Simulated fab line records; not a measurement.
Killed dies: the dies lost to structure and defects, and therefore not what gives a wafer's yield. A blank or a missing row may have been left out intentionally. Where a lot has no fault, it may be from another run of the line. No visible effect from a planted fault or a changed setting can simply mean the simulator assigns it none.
Matching of chambers    flow n5_finfet    N5_BEOL_M5_STRIP_36 on rie_diel-01 has 4 sister chambers
The step strips in N2/H2. 8 wafers are shown with their chamber, then 8 later ones without.

WAFERS PAIRED WITH THEIR CHAMBERS
wafer   chamber  drypump_motor_current_A (A)  throttle_valve_pct (%)
L075.2  1        5.2                          23.48
L080.2  1        5.2                          23.49
L080.4  3        4.7                          23.96
L081.2  0        5.0                          23.88
L084.1  3        4.7                          23.97
L084.2  0        5.0                          23.97
L084.4  2        5.6                          23.70
L094.3  2        5.5                          23.70

WAFERS WITH NO CHAMBER GIVEN
wafer   drypump_motor_current_A (A)  throttle_valve_pct (%)
L094.4  5.5                          23.73
L094.5  5.0                          23.98
L089.3  5.0                          23.98
L089.5  5.2                          23.39
L089.6  5.0                          24.00
L096.1  4.8                          23.58
L096.4  5.2                          23.35
L096.5  5.2                          23.39

CHAMBER TAKEN BY EACH
wafer   from the rows above           in truth
L094.4  2                             2
L094.5  0                             0
L089.3  0                             0
L089.5  1                             1
L089.6  0                             0
L096.1  can't be placed: 1 or 0 or 3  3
L096.4  1                             1
L096.5  1                             1
Correct placement for 7 of the 8. Not placeable from these rows: 1 (in 1, the candidates include the true chamber). 0 placed wrongly.
How it was worked out, from the rows above alone: a wafer's distance from a chamber is the root of the sum, over the readings, of the square of ((its reading less the chamber's mean) divided by the reading's scatter). The wafer belongs to the nearest chamber; if the next one is less than 2 further off, it can't be placed. Each chamber's mean is taken over the wafers shown for it. The scatter: take each reading less its chamber's mean, square it, sum over the shown wafers, divide by the number of wafers less the number of chambers, and take the root.
